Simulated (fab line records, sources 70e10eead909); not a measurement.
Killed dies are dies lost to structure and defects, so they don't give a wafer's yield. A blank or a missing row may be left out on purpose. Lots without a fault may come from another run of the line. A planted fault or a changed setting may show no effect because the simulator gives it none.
fab line records | flow nand_harc
record lots=24 wafers=72 last_day=32
route steps=1302 shown A_STAIRCASE@789
lots that met no fault: from a run of the same line without faults
start_h: hours from the record's first day to the start of the lot's first wafer shown | wait_h: hours since the lot's step before | " the same as in the row above | L1.1+2: a row that stands for several wafers | - no value, or no start given | * or withheld: withheld | < > ~ a bound
route shown NAME@n: a module of which the file shows steps, and the number in the route of the first | usual: mean/standard deviation of fault-free wafers | same: alike in all rows | chamber/n: place in a boat | sites: the reading at each site | _std_site: their standard deviation | _edge_site: outer sites' mean less inner sites' | radius_mm: how far each site lies from the wafer's centre | mask NAME#n: copy n | behind: the tool/chamber that last shaped the wafer | hold: why the lot was held/for how many hours/how that ended | device: the transistor (n, p or np) that didn't switch | end of line: the same wafers' tests at the end of the route | a step without rows: its recipe alone | killed: dies lost to structure and defects at the first sort, not the wafer's yield | map: a wafer's dies, x killed, . not, _ none there
set.NAME: the setting as run; set.NAME@STEP: as run at that earlier step | model.NAME: the simulator's own value behind a step, which no gauge read
steps of the route over a sample of lots; a table a step, a row a wafer
services: from which hour (start_h, from the record's first day; less than 0 if before it) a tool's chamber was out of use, for how many hours, and why
## steps
# step NHARC_A_STAIRCASE_ETCH_273
# recipe target_depth_a=1.02e+05 time_s=2468.6 ion_energy_ev=800 c4f8_flow_sccm=80 o2_flow_sccm=60 ar_flow_sccm=withheld rf_w=600 bias_w=3000 chemistry=C4F8/O2/Ar
# usual bias_w=3001/9.2 oes_product_au=0.934/0.013 rf_vpp_V=1826/11
# columns lot.wafer tool chamber start_h wait_h bias_w oes_product_au rf_hours_counter_h rf_vpp_V
L074.2 rie_diel-01 3 - - 2994 0.957 49 1835
L074.3 " 1 " " 3019 0.933 54 1809
L074.6 " 3 " " 3000 0.954 - 1835
L075.3 rie_diel-07 2 - - 3017 0.936 21 1835
L075.6 " 3 " " 2999 0.948 - 1818
L075.5 " 0 " " 2995 0.911 - 1837
L076.2 rie_diel-08 1 - - 3000 0.917 8 1820
L076.4 " 3 " " 2992 0.940 12 1816
L076.5 " 1 " " 2992 0.926 - 1820
L078.1 rie_diel-01 1 - - 2995 0.948 6 1808
L078.4 " 3 " " 3001 0.965 5 1834
L078.6 " 1 " " 3009 0.943 - 1810
L079.3 rie_diel-07 0 - - 2991 0.908 37 1834
L079.2 " 1 " " 2999 0.932 32 1845
L079.6 " 1 " " 3004 0.927 - 1845
L080.3 rie_diel-08 1 - - 3011 0.912 15 1819
L080.1 " 0 " " 3008 0.938 20 1832
L080.5 " 1 " " 3011 0.935 - 1819
L077.4 rie_diel-07 0 - - 3006 0.910 41 1834
L077.3 " 2 " " 2991 0.933 34 1837
L077.5 " 0 " " 3009 0.905 - 1835
L081.4 rie_diel-08 2 - - 2992 0.926 26 1814
L081.1 " 0 " " 2984 0.928 30 1832
L081.6 " 1 " " 2990 0.922 - 1819
L083.2 rie_diel-01 3 - - 2996 0.920 23 1834
L083.1 " 1 " " 2994 0.930 28 1808
L083.6 " 3 " " 2986 0.929 - 1833
L082.3 rie_diel-08 2 - - 2992 0.945 30 1812
L082.4 " 3 " " 3006 0.945 34 1817
L082.2 " 0 " " 2999 0.949 33 1832
L084.2 rie_diel-08 1 - - 2998 0.928 31 1819
L084.4 " 3 " " 3009 0.932 37 1816
L084.1 " 0 " " 2990 0.947 36 1830
L085.1 rie_diel-01 0 - - 3001 0.941 29 1821
L085.3 " 1 " " 2983 0.942 32 1808
L085.6 " 3 " " 3015 0.952 - 1834
L086.3 rie_diel-08 0 - - 3013 0.944 44 1832
L086.2 " 2 " " 2974 0.939 44 1812
L086.6 " 0 " " 3012 0.937 - 1831
L087.3 rie_diel-08 0 - - 3013 0.952 46 1831
L087.2 " 1 " " 3009 0.943 41 1818
L087.1 " 2 " " 3004 0.940 45 1812
L088.2 rie_diel-08 2 - - 2998 0.932 47 1811
L088.4 " 0 " " 3015 0.922 49 1829
L088.5 " 2 " " 2992 0.919 - 1812
L089.4 rie_diel-07 3 - - 2996 0.929 11 1817
L089.3 " 0 " " 3003 0.921 8 1834
L089.6 " 3 " " 2983 0.941 - 1816
L090.4 rie_diel-08 0 - - 3000 0.947 53 1829
L090.3 " 1 " " 3012 0.935 47 1819
L090.6 " 0 " " 2985 0.946 - 1830
L092.3 rie_diel-07 2 - - 2996 0.914 23 1834
L092.6 " 2 " " 3008 0.904 - 1834
L092.5 " 1 " " 2999 0.931 - 1844
L091.1 rie_diel-07 2 - - 2988 0.913 25 1833
L091.6 " 1 " " 2995 0.927 - 1844
L091.5 " 2 " " 2991 0.911 - 1834
L094.4 rie_diel-01 2 - - 3006 0.934 3 1837
L094.6 " 1 " " 3017 0.938 - 1846
L094.5 " 2 " " 3004 0.943 - 1837
L093.4 rie_diel-01 0 - - 2998 0.952 5 1822
L093.3 " 2 " " 3005 0.950 5 1836
L093.2 " 3 " " 2987 0.940 5 1834
L095.4 rie_diel-08 2 - - 2997 0.932 14 1811
L095.2 " 0 " " 2996 0.937 8 1830
L095.5 " 1 " " 2987 0.939 - 1818
L096.1 rie_diel-07 1 - - 3003 0.925 40 1842
L096.4 " 2 " " 2988 0.911 44 1833
L096.2 " 0 " " 3004 0.914 23 1834
L097.1 rie_diel-01 2 - - 2998 0.947 11 1837
L097.2 " 0 " " 3001 0.935 12 1818
L097.3 " 1 " " 3019 0.941 12 1848
# step NHARC_A_STAIRCASE_STRIP_274
# recipe o2_flow_sccm=500 ar_flow_sccm=0 bias_w=0 chemistry=O2
# usual drypump_motor_current_A=5.5/0.48 oes_product_au=1.002/0.011 rf_vpp_V=57.8/0.98 showerhead_plenum_p_Torr=3.53/0.16 throttle_valve_pct=17.038/0.0091
# same bias_w=0
# columns lot.wafer tool chamber start_h wait_h drypump_motor_current_A oes_product_au rf_hours_counter_h rf_vpp_V showerhead_plenum_p_Torr throttle_valve_pct
L074.3 rie_diel-01 2 - - 5.9 1.008 57 58.2 3.71 17.036
L074.2 " 3 " " 5.5 1.001 50 58.6 3.65 17.030
L074.6 " 2 " " 5.9 0.998 - 57.5 3.71 17.042
L075.3 rie_diel-07 3 - - 4.7 1.037 25 57.4 3.40 17.033
L075.6 " 2 " " 6.1 1.015 - 57.3 3.65 17.047
L075.5 " 3 " " 4.7 1.028 - 58.2 3.40 17.037
L076.4 rie_diel-08 1 - - 5.6 0.993 9 57.1 3.44 17.055
L076.2 " 2 " " 6.1 0.996 11 57.1 3.35 17.039
L076.5 " 0 " " 5.0 1.013 - 57.3 3.59 17.039
L078.4 rie_diel-01 2 - - 5.9 0.997 6 58.0 3.71 17.029
L078.1 " 0 " " 5.0 1.000 6 56.4 3.47 17.022
L078.6 " 2 " " 5.9 1.001 - 57.8 3.71 17.046
L079.3 rie_diel-07 3 - - 4.7 1.021 41 56.0 3.40 17.042
L079.2 " 0 " " 4.8 0.980 38 58.1 3.63 17.047
L079.6 " 0 " " 4.8 0.978 - 57.5 3.63 17.037
L080.3 rie_diel-08 3 - - 5.8 1.015 22 58.8 3.40 17.024
L080.1 " 0 " " 5.0 1.012 21 58.9 3.59 17.047
L080.5 " 2 " " 6.1 1.002 - 57.0 3.35 17.042
L077.4 rie_diel-07 0 - - 4.8 0.987 42 58.8 3.63 17.028
L077.3 " 1 " " 5.7 1.006 36 57.3 3.78 17.039
L077.5 " 0 " " 4.8 0.976 - 59.1 3.63 17.048
L081.1 rie_diel-08 1 - - 5.6 0.995 24 57.7 3.43 17.027
L081.4 " 2 " " 6.1 0.997 28 56.3 3.35 17.045
L081.6 " 1 " " 5.6 0.996 - 57.9 3.43 17.034
L083.1 rie_diel-01 3 - - 5.5 1.002 24 57.6 3.63 17.045
L083.2 " 0 " " 5.0 1.004 27 57.2 3.46 17.056
L083.6 " 3 " " 5.5 0.997 - 59.0 3.63 17.043
L082.4 rie_diel-08 2 - - 6.1 0.990 31 57.9 3.34 17.040
L082.3 " 3 " " 5.8 1.002 35 57.4 3.39 17.041
L082.2 " 0 " " 5.0 1.001 33 58.1 3.58 17.031
L084.4 rie_diel-08 2 - - 6.1 0.995 35 57.5 3.34 17.051
L084.1 " 3 " " 5.8 1.021 38 59.3 3.39 17.045
L084.2 " 0 " " 5.0 1.019 36 57.9 3.58 17.027
L085.3 rie_diel-01 0 - - 4.9 1.009 30 56.6 3.46 17.038
L085.1 " 3 " " 5.6 1.002 29 59.6 3.63 17.056
L085.6 " 1 " " 5.8 1.010 - 56.4 3.28 17.038
L086.2 rie_diel-08 0 - - 5.0 1.005 45 58.2 3.57 17.041
L086.3 " 1 " " 5.6 0.985 40 57.3 3.42 17.037
L086.6 " 1 " " 5.6 0.996 - 57.6 3.42 17.035
L087.2 rie_diel-08 0 - - 4.9 1.003 47 58.4 3.57 17.047
L087.1 " 1 " " 5.6 1.008 42 58.2 3.42 17.009
L087.3 " 3 " " 5.8 1.008 49 57.9 3.39 17.035
L088.2 rie_diel-08 3 - - 5.8 1.010 52 56.7 3.39 17.035
L088.4 " 0 " " 5.0 1.003 49 57.2 3.57 17.024
L088.5 " 2 " " 6.1 0.983 - 58.0 3.33 17.057
L089.3 rie_diel-07 1 - - 5.7 1.001 10 57.9 3.77 17.036
L089.4 " 3 " " 4.7 1.011 12 57.7 3.38 17.041
L089.6 " 1 " " 5.7 0.995 - 57.5 3.77 17.041
L090.4 rie_diel-08 2 - - 6.1 1.004 52 57.1 3.33 17.040
L090.3 " 3 " " 5.8 1.011 57 56.4 3.38 17.034
L090.6 " 2 " " 6.1 0.994 - 57.1 3.33 17.041
L092.3 rie_diel-07 2 - - 6.1 0.987 24 60.2 3.62 17.029
L092.6 " 2 " " 6.1 0.987 - 59.4 3.62 17.039
L092.5 " 1 " " 5.7 1.003 - 57.0 3.76 17.034
L091.1 rie_diel-07 1 - - 5.7 0.987 23 58.3 3.76 17.031
L091.5 " 3 " " 4.6 0.994 - 57.4 3.37 17.037
L091.6 " 1 " " 5.7 1.000 - 57.5 3.76 17.034
L094.4 rie_diel-01 1 - - 5.8 1.009 5 58.4 3.81 17.044
L094.6 " 1 " " 5.8 1.005 - 57.7 3.81 17.038
L094.5 " 2 " " 5.9 1.021 - 58.9 3.67 17.028
L093.3 rie_diel-01 1 - - 5.8 1.002 6 59.6 3.80 17.030
L093.4 " 2 " " 5.9 1.007 5 58.4 3.67 17.039
L093.2 " 3 " " 5.5 1.004 5 58.8 3.61 17.051
L095.2 rie_diel-08 1 - - 5.6 1.007 16 56.1 3.41 17.022
L095.4 " 2 " " 6.1 0.996 15 58.0 3.32 17.030
L095.5 " 0 " " 4.9 1.009 - 56.1 3.56 17.043
L096.1 rie_diel-07 2 - - 6.1 0.978 45 57.6 3.61 17.046
L096.2 " 3 " " 4.7 0.979 46 56.7 3.36 17.045
L096.4 " 0 " " 4.8 0.983 24 58.8 3.61 17.026
L097.2 rie_diel-01 1 - - 5.8 1.021 13 60.6 3.80 17.045
L097.1 " 3 " " 5.6 1.012 11 56.9 3.61 17.042
L097.3 " 0 " " 4.9 1.011 12 58.2 3.44 17.051
# step NHARC_A_STAIRCASE_DEP_301
# recipe target_thk_a=300 target_thk_nm=30 temp_c=400 pressure_torr=3.5 flow_sccm=200 rf_w=350 material=SiON
# usual heater_power_outer_w=429/58 heater_power_w=725/84 showerhead_vpp_V=1145/54
# columns lot.wafer tool chamber start_h wait_h heater_power_outer_w heater_power_w showerhead_vpp_V since_wet_clean_h
L074.2 pecvd-01 0 359.26 1.3 486 811 1146 59
L074.3 " 1 " " 385 678 1169 59
L074.6 " 0 " " 484 823 1183 -
L075.3 pecvd-04 0 361.54 1.0 527 851 1032 103
L075.6 " 2 " " 430 731 1112 -
L075.5 " 1 " " 349 607 1161 -
L076.2 pecvd-01 0 393.64 1.4 499 801 1161 93
L076.5 " 1 " " 420 740 1184 -
L076.4 " 2 " " 412 668 1207 -
L078.1 pecvd-01 2 397.65 1.6 415 664 1195 97
L078.4 " 2 " " 409 673 1226 -
L078.6 " 1 " " 391 685 1186 -
L079.2 pecvd-01 1 411.66 1.2 367 644 1193 111
L079.3 " 0 " " 400 700 1161 111
L079.6 " 2 " " 479 755 1207 -
L080.1 pecvd-04 2 423.48 1.5 420 736 1096 165
L080.3 " 2 " " 425 712 1124 -
L080.5 " 1 " " 321 571 1156 -
L077.3 pecvd-02 1 423.76 1.1 422 691 1154 26
L077.5 " 0 " " 504 867 1134 -
L077.4 " 1 " " 413 679 1130 -
L081.1 pecvd-04 1 447.31 1.6 315 551 1162 8
L081.6 " 0 " " 496 838 1034 -
L081.4 " 2 " " 381 644 1103 -
L083.2 pecvd-02 0 452.48 1.3 521 894 1124 55
L083.1 " 1 " " 415 709 1133 55
L083.6 " 0 " " 522 894 1120 -
L082.2 pecvd-01 1 454.75 1.3 440 749 1188 155
L082.3 " 2 " " 404 650 1197 155
L082.4 " 0 " " 438 754 1164 -
L085.3 pecvd-02 0 468.86 1.0 437 759 1121 71
L085.1 " 1 " " 468 753 1157 71
L085.6 " 1 " " 456 755 1141 -
L084.1 pecvd-04 2 468.88 1.6 394 654 1122 29
L084.2 " 0 " " 483 811 1019 29
L084.4 " 0 " " 484 811 1028 -
L086.3 pecvd-04 1 482.88 0.9 352 643 1164 43
L086.2 " 2 " " 410 691 1119 43
L086.6 " 1 " " 364 627 1151 -
L087.2 pecvd-01 2 486.66 1.2 404 638 1207 5
L087.1 " 0 " " 522 841 1185 5
L087.3 " 1 " " 436 737 1197 5
L088.2 pecvd-04 2 496.42 1.3 389 646 1120 57
L088.5 " 0 " " 487 796 1024 -
L088.4 " 1 " " 367 637 1151 -
L089.3 pecvd-02 2 498.75 0.9 445 789 1111 101
L089.4 " 2 " " 437 804 1121 -
L089.6 " 0 " " 519 893 1115 -
L090.3 pecvd-04 2 509.95 0.9 448 737 1116 70
L090.6 " 2 " " 450 745 1101 -
L090.4 " 1 " " 286 505 1171 -
L092.3 pecvd-04 2 530.51 1.1 330 604 1138 91
L092.5 " 1 " " 360 646 1179 -
L092.6 " 0 " " 519 877 1011 -
L091.1 pecvd-04 2 537.85 1.7 377 658 1101 98
L091.5 " 1 " " 369 643 1160 -
L091.6 " 2 " " 384 661 1122 -
L094.5 pecvd-01 1 565.98 0.4 441 725 1181 -
L094.4 " 2 " " 428 678 1204 -
L094.6 " 0 " " 435 718 1170 -
L093.2 pecvd-01 0 570.40 1.4 474 767 1172 89
L093.3 " 2 " " 500 779 1208 89
L093.4 " 2 " " 512 769 1182 -
L095.2 pecvd-01 0 579.65 1.3 463 752 1173 98
L095.4 " 2 " " 474 789 1198 -
L095.5 " 1 " " 416 740 1175 -
L096.2 pecvd-01 1 580.68 1.3 403 736 1184 99
L096.1 " 2 " " 428 673 1215 99
L096.4 " 1 " " 421 716 1193 -
L097.3 pecvd-01 0 590.00 0.9 485 777 1179 109
L097.2 " 1 " " 390 660 1194 109
L097.1 " 2 " " 493 745 1211 109
# step NHARC_A_STAIRCASE_DESCUM_312
# recipe time_s=3 o2_flow_sccm=200 ar_flow_sccm=0 bias_power_w=0 chemistry=O2
# usual drypump_motor_current_A=5.5/0.47 oes_product_au=1.003/0.011 rf_vpp_V=57.7/0.93 showerhead_plenum_p_Torr=1.90/0.087 throttle_valve_pct=11.311/0.0087
# columns lot.wafer tool chamber start_h wait_h drypump_motor_current_A oes_product_au rf_hours_counter_h rf_vpp_V showerhead_plenum_p_Torr throttle_valve_pct
L074.2 rie_diel-08 2 360.22 - 6.1 1.004 2 57.3 1.81 11.308
L074.3 " 3 " " 5.7 1.026 2 56.8 1.85 11.314
L074.6 " 1 " " 5.6 1.003 - 56.8 1.86 11.306
L075.3 rie_diel-07 3 362.50 - 4.7 1.025 26 56.5 1.84 11.326
L075.5 " 2 " " 6.1 1.014 - 57.3 1.98 11.313
L075.6 " 3 " " 4.7 1.034 - 57.6 1.84 11.305
L076.2 rie_diel-07 0 394.57 - 4.8 0.990 36 57.5 1.98 11.300
L076.4 " 0 " " 4.8 0.988 - 58.1 1.97 11.301
L076.5 " 1 " " 5.7 1.016 - 57.1 2.06 11.316
L078.4 rie_diel-07 0 398.63 - 4.8 0.976 39 60.1 1.97 11.310
L078.1 " 3 " " 4.7 1.001 42 57.2 1.84 11.301
L078.6 " 0 " " 4.8 0.967 - 58.5 1.97 11.322
L079.2 rie_diel-01 0 412.56 - 4.9 1.001 14 56.5 1.88 11.300
L079.3 " 1 " " 5.8 0.998 17 56.4 1.78 11.306
L079.6 " 0 " " 4.9 1.001 - 57.4 1.88 11.310
L080.3 rie_diel-08 2 424.56 - 6.1 0.991 23 58.6 1.81 11.320
L080.1 " 0 " " 5.0 0.996 27 59.0 1.95 11.336
L080.5 " 2 " " 6.1 1.003 - 58.2 1.81 11.329
L077.4 rie_diel-01 0 424.71 - 4.9 1.007 18 55.9 1.87 11.293
L077.3 " 1 " " 5.8 1.012 21 56.3 1.77 11.308
L077.5 " 0 " " 4.9 1.013 - 58.6 1.88 11.317
L081.1 rie_diel-08 1 448.26 - 5.6 0.987 28 57.3 1.85 11.310
L081.4 " 0 " " 5.0 1.011 34 57.9 1.94 11.306
L081.6 " 1 " " 5.6 0.991 - 58.7 1.85 11.309
L083.2 rie_diel-01 3 453.45 - 5.5 1.016 27 57.0 1.97 11.306
L083.1 " 0 " " 4.9 1.017 28 57.9 1.87 11.283
L083.6 " 1 " " 5.8 1.015 - 57.6 1.77 11.314
L082.3 rie_diel-08 1 455.70 - 5.6 1.004 32 58.2 1.85 11.318
L082.4 " 3 " " 5.8 1.004 38 57.3 1.83 11.297
L082.2 " 0 " " 4.9 1.004 37 56.6 1.94 11.315
L085.1 rie_diel-07 3 469.82 - 4.6 1.006 6 55.5 1.83 11.332
L085.3 " 1 " " 5.7 1.017 5 59.1 2.05 11.298
L085.6 " 3 " " 4.7 1.007 - 58.9 1.83 11.315
L084.2 rie_diel-01 3 469.97 - 5.6 1.008 36 59.1 1.97 11.312
L084.4 " 0 " " 4.9 1.013 35 58.9 1.87 11.313
L084.1 " 1 " " 5.8 1.004 37 56.7 1.77 11.317
L086.3 rie_diel-01 2 483.75 - 5.9 1.005 40 58.3 2.01 11.297
L086.2 " 0 " " 4.9 0.998 39 57.4 1.87 11.296
L086.6 " 2 " " 5.9 1.003 - 57.2 2.01 11.312
L087.3 rie_diel-08 3 487.64 - 5.8 1.012 52 58.5 1.83 11.310
L087.2 " 1 " " 5.6 1.004 44 56.3 1.85 11.313
L087.1 " 2 " " 6.1 0.995 48 56.0 1.80 11.307
L088.2 rie_diel-01 0 497.34 - 4.9 1.007 42 58.2 1.87 11.314
L088.4 " 2 " " 5.9 1.000 46 59.0 2.01 11.298
L088.5 " 1 " " 5.8 0.995 - 56.1 1.77 11.303
L089.3 rie_diel-08 1 499.75 - 5.6 1.000 47 58.0 1.85 11.307
L089.4 " 2 " " 6.1 0.999 52 57.3 1.80 11.306
L089.6 " 1 " " 5.6 0.998 - 57.4 1.85 11.312
L090.4 rie_diel-08 0 510.80 - 4.9 0.996 57 57.9 1.94 11.307
L090.3 " 1 " " 5.6 0.985 51 56.5 1.85 11.311
L090.6 " 0 " " 5.0 0.992 - 57.8 1.94 11.316
L092.3 rie_diel-08 2 531.42 - 6.1 0.992 0 56.6 1.80 11.315
L092.6 " 1 " " 5.6 0.998 - 57.5 1.85 11.309
L092.5 " 3 " " 5.8 1.004 - 56.8 1.83 11.297
L091.1 rie_diel-07 2 538.82 - 6.1 0.986 33 56.2 1.96 11.310
L091.6 " 1 " " 5.7 1.010 - 58.1 2.05 11.309
L091.5 " 2 " " 6.1 0.999 - 57.0 1.96 11.316
L094.4 rie_diel-01 0 566.88 - 4.9 1.017 8 58.0 1.86 11.304
L094.6 " 0 " " 4.9 1.004 - 56.7 1.86 11.305
L094.5 " 1 " " 5.8 1.026 - 57.8 2.07 11.307
L093.4 rie_diel-01 1 571.38 - 5.8 1.003 11 58.3 2.07 11.308
L093.3 " 2 " " 5.9 1.028 9 57.1 2.00 11.317
L093.2 " 0 " " 4.9 1.012 10 56.0 1.86 11.310
L095.2 rie_diel-08 1 580.96 - 5.6 0.999 18 56.7 1.84 11.318
L095.4 " 3 " " 5.8 1.004 20 57.2 1.82 11.324
L095.5 " 1 " " 5.6 0.999 - 56.4 1.84 11.320
L096.4 rie_diel-08 0 581.70 - 5.0 0.989 12 58.0 1.93 11.305
L096.2 " 1 " " 5.6 0.998 19 58.3 1.84 11.317
L096.1 " 2 " " 6.1 1.003 18 58.1 1.79 11.310
L097.3 rie_diel-08 0 590.86 - 5.0 0.984 15 59.2 1.93 11.304
L097.2 " 1 " " 5.6 0.994 22 56.9 1.84 11.321
L097.1 " 2 " " 6.0 0.985 21 57.3 1.79 11.319
# step NHARC_A_STAIRCASE_STRIP_446
# recipe power_w=1500 temp_c=250 chemistry=O2
# usual drypump_motor_current_A=5.7/0.42 heater_power_w=331/30
# columns lot.wafer tool chamber start_h wait_h drypump_motor_current_A heater_power_w rf_hours_counter_h
L074.2 plasma_asher-01 1 408.66 0.0 5.2 318 12
L074.3 " 0 " " 5.6 354 -
L074.6 " 0 " " 5.6 359 -
L075.3 plasma_asher-01 1 415.88 0.2 5.2 321 -
L075.5 " 0 " " 5.6 351 -
L075.6 " 1 " " 5.2 327 -
L076.2 plasma_asher-01 0 438.98 0.0 5.6 351 19
L076.4 " 1 " " 5.2 317 -
L076.5 " 1 " " 5.2 321 -
L078.1 plasma_asher-02 0 439.21 0.2 6.2 284 6
L078.4 " 1 " " 6.2 339 -
L078.6 " 0 " " 6.2 282 -
L079.2 plasma_asher-02 0 463.56 0.3 6.2 285 10
L079.3 " 0 " " 6.2 285 -
L079.6 " 1 " " 6.1 348 -
L077.3 plasma_asher-02 0 469.12 0.1 6.2 281 -
L077.4 " 1 " " 6.1 350 -
L077.5 " 1 " " 6.1 343 -
L080.1 plasma_asher-01 0 469.12 0.1 5.6 359 25
L080.3 " 0 " " 5.6 362 -
L080.5 " 1 " " 5.2 319 -
L081.1 plasma_asher-01 1 496.29 0.1 5.2 329 30
L081.4 " 1 " " 5.2 320 -
L081.6 " 0 " " 5.6 360 -
L083.1 plasma_asher-02 1 503.36 0.0 6.2 342 16
L083.2 " 0 " " 6.2 277 16
L083.6 " 0 " " 6.2 286 -
L082.2 plasma_asher-02 0 503.93 0.5 6.2 283 16
L082.3 " 0 " " 6.2 279 -
L082.4 " 1 " " 6.1 347 -
L085.1 plasma_asher-01 0 514.23 0.0 5.6 366 1
L085.3 " 0 " " 5.6 369 -
L085.6 " 1 " " 5.2 323 -
L084.2 plasma_asher-02 1 515.29 0.0 6.1 348 20
L084.1 " 0 " " 6.2 285 20
L084.4 " 1 " " 6.1 337 -
L087.1 plasma_asher-01 1 532.85 0.0 5.2 318 4
L087.2 " 0 " " 5.6 363 4
L087.3 " 0 " " 5.6 351 -
L086.2 plasma_asher-01 0 534.65 0.0 5.6 363 4
L086.3 " 0 " " 5.6 366 -
L086.6 " 1 " " 5.2 317 -
L089.4 plasma_asher-01 1 545.30 0.9 5.2 308 -
L089.3 " 0 " " 5.6 366 -
L089.6 " 0 " " 5.6 364 -
L088.2 plasma_asher-01 0 545.53 0.9 5.6 368 10
L088.4 " 0 " " 5.6 375 -
L088.5 " 1 " " 5.2 315 -
L090.4 plasma_asher-02 1 554.06 0.1 6.1 345 -
L090.3 " 0 " " 6.2 280 -
L090.6 " 0 " " 6.2 286 -
L092.3 plasma_asher-01 0 583.99 0.4 5.6 370 -
L092.5 " 1 " " 5.2 322 -
L092.6 " 0 " " 5.6 365 -
L091.1 plasma_asher-01 1 584.41 0.7 5.2 313 25
L091.6 " 1 " " 5.2 315 -
L091.5 " 0 " " 5.6 369 -
L093.2 plasma_asher-02 0 618.88 0.0 6.2 289 5
L093.3 " 0 " " 6.2 288 -
L093.4 " 1 " " 6.1 336 -
L094.4 plasma_asher-01 1 619.06 0.1 5.2 315 -
L094.6 " 1 " " 5.2 318 -
L094.5 " 0 " " 5.6 381 -
L096.2 plasma_asher-01 1 627.12 0.0 5.2 326 33
L096.1 " 0 " " 5.6 368 33
L096.4 " 0 " " 5.6 363 -
L095.2 plasma_asher-02 1 627.30 0.0 6.1 341 7
L095.4 " 0 " " 6.2 281 -
L095.5 " 1 " " 6.2 338 -
L097.2 plasma_asher-02 0 636.61 0.0 6.2 288 9
L097.1 " 1 " " 6.1 338 9
L097.3 " 0 " " 6.2 283 -
# step NHARC_A_STAIRCASE_INSPECT_155
# usual raw_defect_count=423/120
# columns lot.wafer tool chamber start_h wait_h raw_defect_count
L074.2 defect_inspect-01 - 411.27 0.1 327
L074.3 " - " " 371
L074.6 " - " " 347
L075.3 defect_inspect-02 - 418.80 0.1 395
L075.5 " - " " 449
L075.6 " - " " 374
L076.2 defect_inspect-02 - 441.57 0.1 265
L076.4 " - " " 381
L076.5 " - " " 377
L078.1 defect_inspect-01 - 441.82 0.1 523
L078.4 " - " " 427
L078.6 " - " " 299
L079.2 defect_inspect-01 - 466.19 0.1 512
L079.3 " - " " 487
L079.6 " - " " 632
L077.3 defect_inspect-01 - 471.62 0.1 380
L077.4 " - " " 461
L077.5 " - " " 478
L080.1 defect_inspect-02 - 471.85 0.1 372
L080.3 " - " " 424
L080.5 " - " " 526
L081.1 defect_inspect-02 - 498.83 0.1 418
L081.4 " - " " 322
L081.6 " - " " 444
L083.1 defect_inspect-01 - 506.24 0.1 802
L083.2 " - " " 494
L083.6 " - " " 644
L082.2 defect_inspect-02 - 506.71 0.1 306
L082.3 " - " " 238
L082.4 " - " " 200
L085.1 defect_inspect-01 - 516.81 0.1 316
L085.3 " - " " 274
L085.6 " - " " 270
L084.1 defect_inspect-02 - 517.88 0.1 370
L084.2 " - " " 366
L084.4 " - " " 493
L087.1 defect_inspect-01 - 535.51 0.1 396
L087.2 " - " " 542
L087.3 " - " " 452
L086.2 defect_inspect-02 - 537.43 0.1 331
L086.3 " - " " 511
L086.6 " - " " 300
L089.3 defect_inspect-02 - 547.86 0.1 462
L089.4 " - " " 441
L089.6 " - " " 557
L088.2 defect_inspect-02 - 548.33 0.1 428
L088.4 " - " " 371
L088.5 " - " " 309
L090.3 defect_inspect-01 - 556.59 0.1 556
L090.4 " - " " 464
L090.6 " - " " 388
L092.3 defect_inspect-02 - 586.43 0.1 328
L092.5 " - " " 331
L092.6 " - " " 408
L091.1 defect_inspect-02 - 587.03 0.1 653
L091.5 " - " " 577
L091.6 " - " " 406
L093.2 defect_inspect-01 - 621.47 0.1 414
L093.3 " - " " 577
L093.4 " - " " 369
L094.4 defect_inspect-01 - 621.65 0.1 348
L094.5 " - " " 352
L094.6 " - " " 303
L096.1 defect_inspect-02 - 629.71 0.1 404
L096.2 " - " " 539
L096.4 " - " " 310
L095.2 defect_inspect-01 - 629.93 0.1 461
L095.4 " - " " 457
L095.5 " - " " 505
L097.1 defect_inspect-02 - 639.22 0.1 349
L097.2 " - " " 366
L097.3 " - " " 433
## services
# columns tool chamber start_h hours kind
plasma_asher-01 - 325.40 9.0 pm
pecvd-01 - 334.89 3.2 repair
rie_diel-08 - 344.08 9.0 pm
rie_diel-01 - 357.45 9.0 pm
plasma_asher-01 - 373.71 12.4 repair
rie_diel-07 2 388.69 8.6 repair
rie_diel-08 1 388.98 4.8 repair
plasma_asher-02 - 402.16 9.0 pm
rie_diel-07 2 441.62 3.3 repair
rie_diel-01 0 445.29 6.0 repair
rie_diel-07 - 447.46 9.0 pm
pecvd-01 - 468.26 13.0 pm
plasma_asher-01 - 502.40 9.0 pm
rie_diel-07 0 505.31 35.7 repair
pecvd-01 1 513.91 4.2 repair
rie_diel-08 - 521.13 9.0 pm
rie_diel-08 0 531.37 11.6 repair
rie_diel-01 - 534.69 9.0 pm
rie_diel-08 2 535.16 2.0 repair
pecvd-01 1 539.24 6.0 repair
rie_diel-07 2 584.69 5.3 repair
rie_diel-07 0 597.19 8.2 repair
rie_diel-07 - 604.30 0.7 repair
rie_diel-07 - 625.76 9.0 pm
## key
fault none
